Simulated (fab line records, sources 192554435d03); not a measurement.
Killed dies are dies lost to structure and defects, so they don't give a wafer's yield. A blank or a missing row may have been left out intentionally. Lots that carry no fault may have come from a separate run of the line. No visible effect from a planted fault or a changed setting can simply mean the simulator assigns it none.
Chamber matching -- flow n5 finfet -- 4 sister chambers for N5_BEOL_M11_DESCUM_33 on rie diel-05
The step chemistry O2, time 7.9 s. 4 wafers are shown with their chamber, then 8 later ones without.

WAFERS, EACH WITH ITS CHAMBER
wafer,chamber,throttle valve pct (%)
L082.5,1,20.4
L088.2,0,20.8
L088.6,2,20.1
L087.1,3,20.6

WAFERS MISSING THEIR CHAMBER
wafer,throttle valve pct (%)
L087.3,20.1
L087.5,20.6
L090.1,20.8
L090.4,20.1
L090.6,20.8
L095.1,20.2
L095.3,20.1
L095.4,20.2

WHICH CHAMBER EACH ONE RAN IN
wafer,from the rows above,in truth
L087.3,2,2
L087.5,3,3
L090.1,0,0
L090.4,2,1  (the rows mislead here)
L090.6,0,0
L095.1,2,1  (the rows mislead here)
L095.3,2,2
L095.4,2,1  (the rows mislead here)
Correct placement for 5 of the 8. From these rows, 0 cannot be placed. 3 placed wrongly.
How it was worked out, from the rows above alone: a wafer's distance from a chamber is the root of the sum, over the readings, of the square of ((its reading less the chamber's mean) divided by the reading's scatter). The wafer belongs to the nearest chamber; if the next one is less than 2 further off, it can't be placed. For every chamber, the mean is computed from those of its wafers that are shown. The scatter (one wafer shown for each chamber): square how far every hidden wafer sits from the nearest shown wafer, average those squares and take the square root.
